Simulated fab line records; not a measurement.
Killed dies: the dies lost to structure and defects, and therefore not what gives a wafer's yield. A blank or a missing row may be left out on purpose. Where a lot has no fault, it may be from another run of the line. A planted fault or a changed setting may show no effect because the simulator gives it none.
Chamber matching ; flow n5-finfet ; 4 sister chambers for N5_HKMG_FIN_DESCUM_53 on rie-diel-05
The step chemistry O2, time 7.9 s. 4 wafers are shown with their chamber, then 8 later ones without.

## WAFERS WITH THEIR CHAMBER
wafer;chamber;throttle-valve-pct (%)
L079.6;1;20.16
L082.4;2;20.43
L082.6;3;20.59
L083.2;0;20.21

## WAFERS MISSING THEIR CHAMBER
wafer;throttle-valve-pct (%)
L083.3;20.43
L083.5;20.44
L095.1;20.50
L095.4;20.47
L095.5;20.27
L097.1;19.81
L097.5;20.48
L097.6;19.80

## WHICH CHAMBER EACH ONE RAN IN
wafer;from the rows above;in truth
L083.3;can't be placed: 2 or 3 or 0 or 1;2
L083.5;can't be placed: 2 or 3 or 0 or 1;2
L095.1;can't be placed: 2 or 3 or 0 or 1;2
L095.4;can't be placed: 2 or 3 or 0 or 1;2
L095.5;can't be placed: 0 or 1 or 2 or 3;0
L097.1;can't be placed: 1 or 0 or 2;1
L097.5;can't be placed: 2 or 3 or 0 or 1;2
L097.6;can't be placed: 1 or 0 or 2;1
Placed correctly: 0 of 8. From these rows, 8 cannot be placed; in 8 the true chamber is one of the candidates. Placed wrongly: 0.
How it was worked out, from the rows above alone: a wafer's distance from a chamber is the root of the sum, over the readings, of the square of ((its reading less the chamber's mean) divided by the reading's scatter). The wafer belongs to the nearest chamber; if the next one is less than 2 further off, it can't be placed. The mean given for a chamber averages the wafers shown for that chamber. The scatter (one wafer shown for each chamber): square how far every hidden wafer sits from the nearest shown wafer, average those squares and take the square root.
